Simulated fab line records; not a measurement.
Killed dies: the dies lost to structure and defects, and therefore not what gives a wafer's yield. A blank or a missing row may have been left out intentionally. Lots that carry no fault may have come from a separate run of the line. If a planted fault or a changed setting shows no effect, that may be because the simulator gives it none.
One fault through the eyes of 3 desks    flow n5_finfet    numbers are kept per desk, each desk with only its own; the story behind them comes last

AT THE TOOL OWNER'S DESK: rie_diel-06
The tool's own readings at N5_SD_EPI_P_DESCUM_14 (chemistry O2, time 7.9 s): means of the sampled wafers that have a number, for each lot that ran on this tool. The brackets show how far a lot's mean lies from the usual mean; more than 4 standard deviations puts the lot out of limits, marked OUT.
Columns: A = drypump_motor_current_A at N5_SD_EPI_P_DESCUM_14, usual 5.7 A; B = oes_product_au at N5_SD_EPI_P_DESCUM_14, usual 0.75 a.u.; C = rf_vpp_V at N5_SD_EPI_P_DESCUM_14, usual 242.7 V; D = showerhead_plenum_p_Torr at N5_SD_EPI_P_DESCUM_14, usual 2.06 Torr; E = throttle_valve_pct at N5_SD_EPI_P_DESCUM_14, usual 20.46 %
lot   first seen here  A    B     C      D     E
L402  day 4 05:47      5.9  0.72  242.5  2.01  20.53
L407  day 5 15:33      5.9  0.74  241.1  2.00  20.57
L409  day 6 02:39      5.8  0.70  242.4  2.02  20.55
L411  day 6 12:29      5.7  0.81  242.3  2.03  20.60
Result from this desk: across the 4 lots, nothing is out of limits.

THE DEFECT DESK
Inspection counts along the route, by lot: the mean over sampled wafers that carry a number. The brackets show how far a lot's mean lies from the usual mean; more than 4 standard deviations puts the lot out of limits, marked OUT.
Columns: A = raw_defect_count at N5_SD_EPI_N_INSPECT_26, usual 204; B = raw_defect_count at N5_SD_EPI_P_INSPECT_11, usual 2.2
lot   first seen here  A    B
L402  day 4 05:25      235  1.0
L403  day 4 10:43      167  1.7
L407  day 5 14:57      232  2.0
L409  day 6 02:10      159  2.5
L411  day 6 12:07      153  1.7
L419  day 8 09:53      224  1.7
L420  day 8 17:52      217  2.0
Result from this desk: across the 7 lots, nothing is out of limits.

FROM THE METROLOGY DESK
What the gauges read for every lot (on any tool): the sampled wafers with a number, averaged. The brackets show how far a lot's mean lies from the usual mean; more than 4 standard deviations puts the lot out of limits, marked OUT. Only the readings that lie furthest out on some lot appear, 7 of the 12 it has.
Columns: A = SD_P_BLK_OVL at N5_SD_EPI_P_OVL_MEAS_10, usual -0.9 nm; B = DIBL_N at N5_BEOL_M4_RC_MEAS_101, usual 36.6 mV/V; C = IOFF_N at N5_BEOL_M4_RC_MEAS_101, usual 0.155 nA/um; D = ION_N at N5_BEOL_M4_RC_MEAS_101, usual 673 uA/um; E = ION_P at N5_BEOL_M4_RC_MEAS_101, usual 462 uA/um; F = SS_N at N5_BEOL_M4_RC_MEAS_101, usual 71.6 mV/dec; G = VT_P at N5_BEOL_M4_RC_MEAS_101, usual -251 mV
lot   first seen here  A     B     C      D    E    F     G
L402  day 4 05:42      0.4   37.1  0.156  674  461  70.5  -252
L403  day 4 11:07      -1.8  37.4  0.191  686  465  72.1  -248
L407  day 5 15:21      -0.7  35.9  0.146  667  456  72.0  -253
L409  day 6 02:34      -0.6  38.1  0.158  675  458  71.7  -252
L411  day 6 12:24      -0.4  35.6  0.158  672  466  71.7  -249
L419  day 8 10:17      -0.4  37.8  0.173  684  470  72.0  -249
L420  day 8 18:09      -0.8  36.2  0.161  673  450  71.3  -258
Result from this desk: across the 7 lots, nothing is out of limits.

PUT TOGETHER
Nothing out of limits was seen by the tool owner's desk.
Nothing out of limits was seen by the defect desk.
From the metrology desk's view, nothing was out of limits.

WHAT HAD BEEN PUT IN BY THE SIMULATOR
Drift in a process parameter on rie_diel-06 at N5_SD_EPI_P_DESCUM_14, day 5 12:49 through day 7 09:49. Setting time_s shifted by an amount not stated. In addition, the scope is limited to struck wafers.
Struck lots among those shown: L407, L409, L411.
